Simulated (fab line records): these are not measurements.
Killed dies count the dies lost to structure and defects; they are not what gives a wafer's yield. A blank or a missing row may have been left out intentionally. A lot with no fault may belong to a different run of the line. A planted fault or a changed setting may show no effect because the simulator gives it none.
Split-lot experiment ; flow n5-finfet ; 21 wafers read from 7 lots, route of 1938 steps

== THE SPLIT ITSELF ==
At N5_SDB_COAT_05 (resist thk 90 nm), the setting spin-rpm was moved away from the recipe's 1500 rpm on 6 of the 21 wafers read, by -9.3% to +8.4%. All remaining wafers had this setting at the recipe value.

== FROM THE SPLIT TO THE READING: what the file shows between them, 4 steps ==
- N5_SDB_EBR_07
- N5_SDB_SOFTBAKE_06: time 60 s
- N5_SDB_EXPOSE_08: exposes mask SDB
- N5_SDB_PEB_09: peb time 60 s

== THE READING ==
CAR-ArF_of_SDB_COAT_05.thk-nm (the simulator's own value, which no gauge read), in nm, at N5_SDB_DEVELOP_10 (develop time 30 s). There is no usual value for it anywhere in the file. Average 88.3 nm, standard deviation 0.24 nm, over the 15 wafers here run with the recipe.

wafer;tool, chamber at the split;spin-rpm as run, rpm;against the recipe;CAR-ArF_of_SDB_COAT_05.thk-nm, nm;against lot-mates on the recipe
L075.3;litho-track-01, 0;1500;recipe;88.2;-
L075.5;litho-track-01, 0;1500;recipe;88.2;-
L075.6;litho-track-01, 0;1500;recipe;88;-
L077.2;litho-track-03, 0;1500;recipe;88.4;-
L077.3;litho-track-03, 0;1500;recipe;88.2;-
L077.6;litho-track-03, 0;1626;+8.4%;84.6;-3.7
L079.1;litho-track-03, 0;1500;recipe;88.2;-
L079.3;litho-track-03, 0;1500;recipe;88.2;-
L079.6;litho-track-03, 0;1500;recipe;88.2;-
L085.2;litho-track-03, 0;1500;recipe;88.4;-
L085.5;litho-track-03, 0;1548;+3.2%;87;-1.4
L085.6;litho-track-03, 0;1548;+3.2%;87;-1.4
L089.3;litho-track-03, 0;1432;-4.5%;90.8;+2.0
L089.4;litho-track-03, 0;1500;recipe;88.8;-
L089.6;litho-track-03, 0;1500;recipe;88.8;-
L091.1;litho-track-01, 0;1360;-9.3%;92.8;+4.8
L091.4;litho-track-01, 0;1360;-9.3%;92.6;+4.6
L091.6;litho-track-01, 0;1500;recipe;88;-
L096.1;litho-track-03, 0;1500;recipe;88.6;-
L096.5;litho-track-03, 0;1500;recipe;88.2;-
L096.6;litho-track-03, 0;1500;recipe;88.4;-

THE FIT
A straight line over all 21 wafers: CAR-ArF_of_SDB_COAT_05.thk-nm changes by -0.463 nm for each +1% of spin-rpm; r = -0.99; the points scatter about the line by 0.24 nm.
The same after taking each lot's own level away (the mean of its wafers on the recipe; 21 wafers): -0.478 nm for each +1%; r = -1.00; scatter 0.14 nm.
That fit puts the effect of the largest move of spin-rpm on the reading at 4.5 nm.
Across the lots, their own levels run from 88.00 to 88.80 nm, a range of 3.3 times the standard deviation given above.
So the lot-to-lot level changes the slope little: the two slopes agree.
Check: with one of the wafers moved furthest among these (-9.3%) left out of the fit, the line predicts +4.35 nm for it against its lot-mates. Against them it came out at +4.8 nm.

== OTHER SPLITS APPLIED TO THESE WAFERS ==
These wafers also went through other splits before the reading. Each is held against what the fit with the lots' levels taken away leaves over:
other split on the same wafers;wafers away from the commonest value;r with CAR-ArF_of_SDB_COAT_05.thk-nm (lot level and that fit taken away)
N5_SD_EPI_N_PRECLEAN_49 time-s;9;+0.13

== THE WHOLE CHAIN: every reading that the file lists as answering this split, in the file's order ==
step;what it does;reading;change (the file's fit);r (the file's)
N5_SDB_COAT_05;resist thk 90 nm;CAR-ArF_of_SDB_COAT_05.thk-nm (the simulator's own value, which no gauge read);-0.464 nm for each +1% of the setting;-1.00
N5_SDB_DEVELOP_10;develop time 30 s;CAR-ArF_of_SDB_COAT_05.thk-nm (the simulator's own value, which no gauge read);-0.47 nm for each +1% of the setting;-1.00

== FILE'S OWN FIT ==
CAR-ArF_of_SDB_COAT_05.thk-nm changes by -0.47 nm for each +1% of spin-rpm, r = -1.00.
